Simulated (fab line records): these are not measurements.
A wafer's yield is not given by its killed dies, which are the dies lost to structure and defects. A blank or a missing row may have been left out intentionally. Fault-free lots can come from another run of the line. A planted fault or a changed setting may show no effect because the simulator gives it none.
fab line records | flow n5-finfet
record lots=4 | wafers=12 | last-day=15
route steps=1938 shown BEOL_M5@1185 BEOL_M6@1194 PASSIVATION@1936
lots with no fault: from the same line, run without faults
start-h: the number of hours between the record's first day and the start of the first shown wafer of the lot | wait-h: hours from the lot's prior step to this one | " repeats the value in the row above | L1.1+2: several wafers, shown together as one row | - either no value or no given start | * or withheld: withheld | < > ~ a bound
route shown NAME@n: a module of which the file shows steps, and the number in the route of the first | usual: average and standard deviation across the fault-free wafers | same: alike in all rows | chamber/n: place in a boat | sites: per-site readings | _std_site: the standard deviation of these | _edge_site: mean of outer sites minus mean of inner sites | radius-mm: how far each site lies from the wafer's centre | mask NAME#n: copy n | behind: the most recent tool/chamber to have shaped the wafer | hold: why the lot was held/for how many hours/how that ended | device: the transistor (n, p or np) that didn't switch | end of line: tests of these same wafers at the route's end | step lacking rows: just its recipe | killed: dies lost to structure and defects at the first sort, not the wafer's yield | map: the dies of a wafer, with x for killed, . for not killed, _ for no die there
set.NAME: the setting the step ran with; set.NAME@STEP: the setting that earlier step ran with | model.NAME: the simulator's own value behind a step, which no gauge read
certain route steps with their lots: each step a table, each wafer a row
services: when a tool's chamber went out of use (start-h, in hours from the record's first day, below 0 if earlier), for how many hours, and the reason
## steps
# step N5_BEOL_M5_ANNEAL_51
# recipe temp-c=225 | time-s=90 | ambient=N2
# step N5_BEOL_M5_CMP_52
# recipe stop-on=SiCOH_lowk | t-overpolish-s=6.9 | down-force-psi=1 | platen-rpm=50 | clearing-platen-down-force-psi=1.5 | clearing-platen-rpm=50 | post-cmp-clean=cu-alkaline | target-thk-nm=62 | clearing-platen-pad-velocity-m-s=0.99484 | pad-velocity-m-s=0.99484
# step N5_BEOL_M5_PRE_CLEAN_77
# recipe gas=NH3/H2 | time-s=15 | temp-c=* | rf-power-w=300
# step N5_BEOL_M5_CO_CAP_78
# recipe material=Co | target-thk-a=20 | temp-c=200 | precursor=CCTBA/H2 | pressure-torr=30 | time-s=102.1
# step N5_BEOL_M5_PRE_CLEAN_55
# recipe gas=NH3 | time-s=15 | temp-c=withheld | rf-power-w=300
# step N5_BEOL_M5_DEP_56
# recipe material=SiCN | target-thk-a=80 | temp-c=withheld | precursor=3MS/NH3 | pressure-torr=3 | rf-w=202 | time-s=14
# step N5_BEOL_M6_ILD_DEP_00
# recipe material=SiCOH_lowk | target-thk-a=1797.5 | temp-c=300 | precursor=DEMS/porogen | pressure-torr=5 | rf-w=500 | time-s=33.4
# step N5_BEOL_M6_CURE_74
# recipe temp-c=385 | time-s=240 | ambient=He/Ar | material=SiCOH_lowk
# step N5_BEOL_M6_PECVD_70
# recipe material=SiO2 | target-thk-a=200 | temp-c=400 | precursor=TEOS/O2 | pressure-torr=5.5 | rf-w=450 | teos-flow-sccm=53.8 | gas=O2 | flow-sccm=3000 | time-s=22.7
# usual heater-power-w=730/79 | showerhead-plenum-p-Torr=8.77/0.063 | throttle-valve-pct=22.8/1.3
lot.wafer | tool     | chamber | start-h | wait-h | heater-power-w | showerhead-plenum-p-Torr | since-wet-clean-h | throttle-valve-pct
L452.1    | pecvd-03 | 1       | 206.12  | 0.0    | 671            | 8.69                     | 1816              | 22.7
L452.5    | "        | 1       | "       | "      | 692            | 8.69                     | -                 | 22.5
L452.6    | "        | 2       | "       | "      | 724            | 8.91                     | -                 | 21.8
L461.3    | pecvd-04 | 0       | 259.75  | 0.0    | 693            | 8.70                     | 1326              | 24.2
L461.4    | "        | 0       | "       | "      | 693            | 8.70                     | -                 | 24.2
L461.5    | "        | 1       | "       | "      | 636            | 8.85                     | -                 | 23.3
L462.3    | pecvd-04 | 1       | 266.44  | 0.0    | 731            | 8.84                     | 2058              | 23.6
L462.5    | "        | 0       | "       | "      | 701            | 8.71                     | -                 | 24.3
L462.6    | "        | 1       | "       | "      | 689            | 8.86                     | -                 | 23.6
L464.2    | pecvd-04 | 1       | 276.75  | 0.0    | 770            | 8.84                     | 2068              | 23.3
L464.3    | "        | 0       | "       | "      | 740            | 8.74                     | 1343              | 24.1
L464.5    | "        | 1       | "       | "      | 738            | 8.87                     | -                 | 23.4
# step N5_BEOL_M6_HM_DEP_02
# recipe material=TiN | target-thk-a=200 | temp-c=25 | chamber-pressure-pa=0.49996
# step N5_BEOL_M6_COAT_59
# recipe resist=SOC | temp-c=250 | time-s=60 | spin-rpm=1500 | resist-thk-nm=100
# step N5_BEOL_M6_COAT_60
# recipe resist=SiARC | temp-c=220 | time-s=60 | spin-rpm=1500 | resist-thk-nm=35
# step N5_BEOL_M6_COAT_05
# recipe resist=CAR-ArF | spin-rpm=1500 | resist-thk-nm=90
# step N5_BEOL_M6_EBR_07
# recipe solvent=PGMEA | ebr-width-mm=1.5
# step N5_BEOL_M6_SOFTBAKE_06
# recipe temp-c=110 | time-s=60 | resist=CAR-ArF
# step N5_BEOL_M6_EXPOSE_08
# recipe mask-id=M6 | na=1.35 | source-shape=dipole | sigma-inner=0.817 | sigma-outer=0.97 | polarization=te | dose-mj=68.25
# step N5_BEOL_M6_PEB_09
# recipe peb-temp-c=withheld | peb-time-s=60 | resist=CAR-ArF
# step N5_BEOL_M6_DEVELOP_10
# recipe develop-time-s=30 | developer=TMAH | resist=CAR-ArF | rinse-liquid=diw | dry=air-spin | dev-temp-c=23
# step N5_BEOL_M6_INSPECT_13
# recipe mode=adi | inspect-instrument=brightfield
# usual raw-defect-count=391/88
lot.wafer | tool              | chamber | start-h | wait-h | raw-defect-count
L452.1    | defect-inspect-01 | -       | 209.89  | 0.0    | 386
L452.5    | "                 | -       | "       | "      | 416
L452.6    | "                 | -       | "       | "      | 338
L461.3    | defect-inspect-01 | -       | 260.58  | 0.0    | 316
L461.4    | "                 | -       | "       | "      | 299
L461.5    | "                 | -       | "       | "      | 458
L462.3    | defect-inspect-02 | -       | 270.01  | 0.0    | 571
L462.5    | "                 | -       | "       | "      | 666
L462.6    | "                 | -       | "       | "      | 621
L464.2    | defect-inspect-01 | -       | 279.08  | 0.0    | 613
L464.3    | "                 | -       | "       | "      | 868
L464.5    | "                 | -       | "       | "      | 624
# step N5_BEOL_M6_DESCUM_16
# recipe chemistry=O2 | time-s=7.9 | source-power-w=50 | bias-power-w=20 | pressure-mtorr=20 | rf-frequency-hz=2.712e+07 | temp-c=40 | resist=CAR-ArF | o2-flow-sccm=225
# step N5_BEOL_M6_ETCH_61
# recipe chemistry=CF4 | target=SiARC | target-depth-a=455 | mask-material=CAR-ArF | time-s=75.8 | ion-energy-ev=80 | pressure-mtorr=40 | source-w=545 | bias-w=36 | Ar_flow_sccm=100 | cf4-flow-sccm=100 | ends=cleared
# step N5_BEOL_M6_ETCH_62
# recipe chemistry=N2/H2 | target=SOC | target-depth-a=1100 | overetch-a=220 | mask-material=SiARC | temp-c=40 | time-s=165 | ion-energy-ev=200 | pressure-mtorr=30 | source-w=840 | bias-w=150 | n2-flow-sccm=200 | h2-flow-sccm=200
# step N5_BEOL_M6_STRIP_68
# recipe chemistry=N2/H2 | temp-c=40 | n2-flow-sccm=200 | h2-flow-sccm=200 | rf-frequency-hz=6e+07
# step N5_BEOL_M6_STRIP_67
# recipe chemistry=CF4 | resist=SiARC | power-w=300 | bias-power-w=75 | pressure-mtorr=50 | cf4-flow-sccm=150 | rf-frequency-hz=6e+07
# step N5_BEOL_M6_HM_OPEN_17
# recipe chemistry=Cl2/BCl3 | target-depth-a=200 | overetch-a=60 | target=TiN | mask-material=SOC | ion-energy-ev=150 | pressure-mtorr=10 | icp-w=1000 | bias-w=126 | Cl2_flow_sccm=53.25 | bcl3-flow-sccm=21.75 | Ar_flow_sccm=25
# step N5_BEOL_M6_STRIP_19
# recipe chemistry=O2 | power-w=400 | temp-c=40 | pressure-mtorr=30 | rf-frequency-hz=6e+07 | bias-power-w=0 | overash-fraction=0.2 | o2-flow-sccm=225
# step N5_BEOL_M6_COAT_63
# recipe resist=SOC | temp-c=250 | time-s=60 | spin-rpm=1500 | resist-thk-nm=60
# step N5_BEOL_M6_COAT_64
# recipe resist=SiARC | temp-c=220 | time-s=60 | spin-rpm=1500 | resist-thk-nm=12
# step N5_BEOL_M6_COAT_71
# recipe resist=underlayer | temp-c=205 | time-s=60 | spin-rpm=1500 | resist-thk-nm=5
# step N5_BEOL_M6_COAT_22
# recipe resist=CAR-EUV | spin-rpm=1500 | resist-thk-nm=30
# step N5_BEOL_M6_EBR_24
# recipe solvent=PGMEA | ebr-width-mm=1.5
# step N5_BEOL_M6_SOFTBAKE_23
# recipe temp-c=110 | time-s=60 | resist=CAR-EUV
# step N5_BEOL_M6_EXPOSE_25
# recipe mask-id=V5 | na=0.33 | source-shape=annular | sigma-inner=0.4 | sigma-outer=0.8 | polarization=unpolarized | target-cd-nm=40 | dose-mj=45
# step N5_BEOL_M6_PEB_26
# recipe peb-temp-c=100 | peb-time-s=60 | resist=CAR-EUV
# step N5_BEOL_M6_DEVELOP_27
# recipe develop-time-s=30 | developer=TMAH | resist=CAR-EUV | rinse-liquid=surfactant-rinse | dry=air-spin | dev-temp-c=23
# step N5_BEOL_M6_INSPECT_30
# recipe mode=adi | inspect-instrument=brightfield
# usual raw-defect-count=390/86
lot.wafer | tool              | chamber | start-h | wait-h | raw-defect-count
L452.1    | defect-inspect-01 | -       | 210.88  | 0.1    | 398
L452.5    | "                 | -       | "       | "      | 401
L452.6    | "                 | -       | "       | "      | 352
L461.3    | defect-inspect-02 | -       | 262.95  | 0.0    | 312
L461.4    | "                 | -       | "       | "      | 273
L461.5    | "                 | -       | "       | "      | 406
L462.3    | defect-inspect-02 | -       | 273.34  | 0.0    | 551
L462.5    | "                 | -       | "       | "      | 689
L462.6    | "                 | -       | "       | "      | 616
L464.2    | defect-inspect-02 | -       | 281.33  | 0.1    | 584
L464.3    | "                 | -       | "       | "      | 808
L464.5    | "                 | -       | "       | "      | 599
# step N5_PASSIVATION_PROBE_49
# usual defect-limited-yield=91.1/1.6 | killed_at_M0_to_M3=35/11 | killed_at_M4_up=13/5.4 | killed-at-contacts=13/6.5 | killed-at-front-end=40/14 | killed-at-other=4/3.1 | killed-dies=105/18 | killed-on-rim=14/4.1 | killed-open=69/14 | killed-short=34/7.3 | sort_bin_5_function=5.2/0.96 | sort_bin_6_memory=3.4/0.77 | sort-n-pass=1075/19 | sort-yield-pct=91.1/1.6
# same gross-dies=1180 | killed-at-back-side=0 | sort_bin_4_leakage[%]=0 | sort_bin_8_speed[%]=0
lot.wafer | tool      | chamber | start-h | wait-h | defect-limited-yield[%] | killed_at_M0_to_M3 | killed_at_M4_up | killed-at-contacts | killed-at-front-end | killed-at-other | killed-dies | killed-on-rim | killed-open | killed-short | sort_bin_5_function[%] | sort_bin_6_memory[%] | sort-n-pass | sort-yield-pct[%]
L452.1    | prober-02 | -       | 290.42  | 0.0    | 91.2                    | 42                 | 12              | 8                  | 40                  | 2               | 104         | 11            | 70          | 31           | 5.5                    | 3.2                  | 1076        | 91.2
L452.5    | prober-02 | -       | 290.62  | 0.2    | 91.2                    | 26                 | 21              | 11                 | 43                  | 3               | 104         | 19            | 68          | 35           | 5.2                    | 3.6                  | 1076        | 91.2
L452.6    | prober-02 | -       | 290.67  | 0.3    | 90.8                    | 41                 | 15              | 5                  | 46                  | 2               | 109         | 18            | 71          | 38           | 5.1                    | 3.9                  | 1071        | 90.8
L461.3    | prober-02 | -       | 357.30  | 0.1    | 92.5                    | 24                 | 18              | 9                  | 36                  | 2               | 89          | 13            | 61          | 27           | 4.8                    | 2.5                  | 1091        | 92.5
L461.4    | prober-02 | -       | 357.35  | 0.2    | 93.0                    | 23                 | 20              | 8                  | 29                  | 3               | 83          | 7             | 51          | 31           | 4.2                    | 2.6                  | 1097        | 93.0
L461.5    | prober-02 | -       | 357.40  | 0.2    | 89.4                    | 33                 | 21              | 6                  | 63                  | 2               | 125         | 21            | 72          | 50           | 6.1                    | 3.6                  | 1055        | 89.4
L462.3    | prober-02 | -       | 367.98  | 0.1    | 87.9                    | 38                 | 64              | 12                 | 27                  | 2               | 143         | 26            | 66          | 26           | 7.2                    | 3.9                  | 1037        | 87.9
L462.5    | prober-02 | -       | 368.08  | 0.2    | 85.3                    | 45                 | 79              | 12                 | 34                  | 4               | 174         | 33            | 85          | 32           | 8.8                    | 4.6                  | 1006        | 85.3
L462.6    | prober-02 | -       | 368.13  | 0.3    | 87.4                    | 48                 | 64              | 8                  | 24                  | 5               | 149         | 36            | 61          | 41           | 7.2                    | 4.7                  | 1031        | 87.4
L464.2    | prober-01 | -       | 370.03  | 0.1    | 88.1                    | 33                 | 56              | 30                 | 17                  | 5               | 141         | 26            | 59          | 40           | 7.4                    | 3.5                  | 1039        | 88.1
L464.3    | prober-01 | -       | 370.08  | 0.1    | 86.5                    | 39                 | 68              | 14                 | 27                  | 11              | 159         | 20            | 66          | 26           | 8.6                    | 3.3                  | 1021        | 86.5
L464.5    | prober-01 | -       | 370.18  | 0.2    | 87.6                    | 23                 | 62              | 24                 | 33                  | 4               | 146         | 31            | 67          | 31           | 8.1                    | 3.0                  | 1034        | 87.6
# killed by level:class
L452.1 FIN_SAQP:geometric-particle:open=15 BEOL_M0_SAQP:geometric-particle:short=11 MOL_CONTACT_COAG:geometric-particle:open=8 BEOL_M0_SAQP:geometric-particle:open=8 BEOL_M2:geometric-particle:open=8 FIN_SAQP:geometric-particle:short=7 STI_FIN_REVEAL:geometric-particle:open=5 BEOL_M3:geometric-particle:open=5
L452.5 FIN_SAQP:geometric-particle:open=11 STI_FIN_REVEAL:geometric-particle:open=11 MOL_CONTACT_COAG:geometric-particle:open=10 BEOL_M4:geometric-particle:open=8 FIN_SAQP:geometric-particle:short=7 BEOL_M0_SAQP:geometric-particle:short=6 BEOL_M2:geometric-particle:open=6 BEOL_M0_SAQP:geometric-particle:open=5
L452.6 STI_FIN_REVEAL:geometric-particle:open=10 BEOL_M0_SAQP:geometric-particle:open=10 FIN_SAQP:geometric-particle:open=9 BEOL_M0_SAQP:geometric-particle:short=8 BEOL_M2:geometric-particle:open=7 BEOL_M4:geometric-particle:open=7 STARTING-WAFER:geometric-particle:short=7 FIN_SAQP:geometric-particle:short=6
L461.3 BEOL_M2:geometric-particle:open=11 BEOL_M4:geometric-particle:open=10 MOL_CONTACT_COAG:geometric-particle:open=8 FIN_SAQP:geometric-particle:open=7 FIN_SAQP:geometric-particle:short=7 STARTING-WAFER:geometric-particle:short=7 GATE_CUT:geometric-particle:short=5 BEOL_M3:geometric-particle:open=4
L461.4 FIN_SAQP:geometric-particle:short=10 BEOL_M4:geometric-particle:open=9 DUMMY_GATE:geometric-particle:open=7 BEOL_M2:geometric-particle:short=6 BEOL_M2:geometric-particle:open=6 MOL_CONTACT_COAG:geometric-particle:open=5 FIN_SAQP:geometric-particle:open=4 BEOL_M3:geometric-particle:open=4
L461.5 FIN_SAQP:geometric-particle:short=14 GATE_CUT:geometric-particle:short=9 BEOL_M2:geometric-particle:open=9 BEOL_M4:geometric-particle:open=9 STI_FIN_REVEAL:geometric-particle:open=7 FIN_SAQP:geometric-particle:open=6 BEOL_M4:geometric-particle:short=6 MOL_CONTACT_COAG:geometric-particle:open=6
L462.3 BEOL_M6:unspecified=50 BEOL_M1:geometric-particle:open=17 MOL_CONTACT_COAG:geometric-particle:open=8 FIN_SAQP:geometric-particle:open=7 BEOL_M2:geometric-particle:open=6 BEOL_M5:geometric-particle:open=5 FIN_SAQP:geometric-particle:short=4 BEOL_M4:geometric-particle:open=4
L462.5 BEOL_M6:unspecified=57 BEOL_M1:geometric-particle:open=21 STI_FIN_REVEAL:geometric-particle:open=13 BEOL_M4:geometric-particle:open=10 BEOL_M0_SAQP:geometric-particle:short=8 BEOL_M2:geometric-particle:open=7 MOL_CONTACT_COAG:geometric-particle:short=6 MOL_CONTACT_COAG:geometric-particle:open=6
L462.6 BEOL_M6:unspecified=46 BEOL_M0_SAQP:geometric-particle:short=15 BEOL_M0_SAQP:geometric-particle:open=10 BEOL_M2:geometric-particle:open=9 FIN_SAQP:geometric-particle:open=8 MOL_CONTACT_COAG:geometric-particle:open=8 BEOL_M1:geometric-particle:open=6 BEOL_M4:geometric-particle:open=4
L464.2 BEOL_M6:unspecified=42 MOL_CONTACT_COAG:geometric-particle:open=15 MOL_CONTACT_COAG:geometric-particle:short=15 BEOL_M3:geometric-particle:open=12 BEOL_M0_SAQP:geometric-particle:short=7 FIN_SAQP:geometric-particle:short=6 BEOL_M5:geometric-particle:open=6 STI_FIN_REVEAL:geometric-particle:open=4
L464.3 BEOL_M6:unspecified=62 MOL_CONTACT_COAG:geometric-particle:open=14 BEOL_M0_SAQP:geometric-particle:open=8 BEOL_M1:geometric-particle:open=8 BEOL_M2:geometric-particle:open=7 FIN_SAQP:geometric-particle:short=6 BEOL_M3:geometric-particle:open=6 MIM_TOP_ETCH:geometric-particle:open=6
L464.5 BEOL_M6:unspecified=44 MOL_CONTACT_COAG:geometric-particle:open=22 FIN_SAQP:geometric-particle:short=12 BEOL_M4:geometric-particle:open=7 STI_FIN_REVEAL:geometric-particle:open=6 BEOL_M0_SAQP:geometric-particle:open=6 BEOL_M0_SAQP:geometric-particle:short=6 FIN_SAQP:geometric-particle:open=5
# map L462.5 (x killed, . not)
_________________...x.....x.x________________
______________.................._____________
___________x.x....x.x.............x__________
__________....x...........x........._________
________.......x............x.x......._______
_______x..x....x......x..x.......x.....______
______.....x..x....x.......x.x.........._____
_____.x..............................x...____
____..x...................x.x.........x...___
___................x....xxx....xx.x........__
___....x..........x...........x.....x......__
__...............x.......x...........xx....._
__...........x.......x.....................x_
_..x.x.......x............x.......x..x.x.....
_....x........x...................x..x.......
_..x.x.............x.........................
_..x....x..........x..........x..............
_...........x.........................x...x..
_...............x..x.......x...x.............
_..............................x........x...x
_...............x.....x.....x.............x..
__.............x...x........................_
__.........x.x............x....x............_
___x..xx................................x..__
___............x.......x...........x.....x.__
____.....x..x.....x..x.x.......x..........___
_____.....................x..xx..........____
______.................x.x.xx.xxxx..x..._____
_______x........x.........xxxxxxxx.x...______
________................xxxxxxxxx.xx.x_______
__________...xx....x......xxxxxxxxxx_________
___________x...........xxxxxxxxxxxx__________
______________............xxxxxx_____________
_________________....x.xxxxxx________________
# map L464.3 (x killed, . not)
_________________............________________
______________.........x.....x.._____________
___________...........x....x..x....__________
__________........x.......x....x...._________
________................x............._______
_______..x.............................______
______.x......................xx.....x.._____
_____....x.........xx.x...x..............____
____......x....x.......x....x.....x.x..x..___
___..................x.....................__
___.....................x..................__
__......................................x..._
__...............x.................x........_
_.........................x..................
_.x..........x......x.............x.x........
_....................x....x.............x....
_..x.........x........x......................
_............x............x.x................
_x............................x..........x...
_...x..................xxxx..........x......x
_............x..................x.........x..
__...x..................x.............x.xx.x_
__.....x..................x....x............_
___........................xx..............__
___.....................................x..__
____......x...x..............x.x...xx.xx..___
_____.......x.....x........x.xxx..x......____
______...........x......x...xxxxxxx....._____
_______......x.xx.......x.xx.xxxx.x....______
________.......xx....x.....xxxxxxxx..._______
__________..x....x.....xxxxxxxxxxxxx_________
___________............xxxxxxxxxxxx__________
______________.....x..x.xxxxxxxx_____________
_________________......xx.xxx________________
## services
tool     | chamber | start-h | hours | kind
pecvd-04 | -       | 204.84  | 5.5   | pm
pecvd-03 | -       | 224.03  | 1.4   | repair
pecvd-03 | 1       | 263.80  | 5.5   | scheduled-down
## key
first-sign step=N5_BEOL_M6_INSPECT_13 | reading=raw-defect-count | direction=up | sigmas=3.1 | usual=391 | struck=660
effect step=N5_BEOL_M6_INSPECT_30 | reading=raw-defect-count | direction=up | sigmas=2.9 | usual=390 | struck=641
effect step=N5_PASSIVATION_PROBE_49 | reading=killed_at_M4_up | direction=up | sigmas=9.7 | usual=13 | struck=66
more-kills-born-at N5_BEOL_M6_PECVD_70@pecvd-04=301
met-at N5_BEOL_M6_PECVD_70
struck-wafers L462.3,L462.5,L462.6,L464.2,L464.3,L464.5
onset-between 259.75 266.44
also-fits time
fault kind=chamber-particle-source | tool=pecvd-04 | chamber=- | onset-h=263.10 | steps=N5_BEOL_M6_PECVD_70 | rate-per-visit-cm2=0.39358 | end-h=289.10
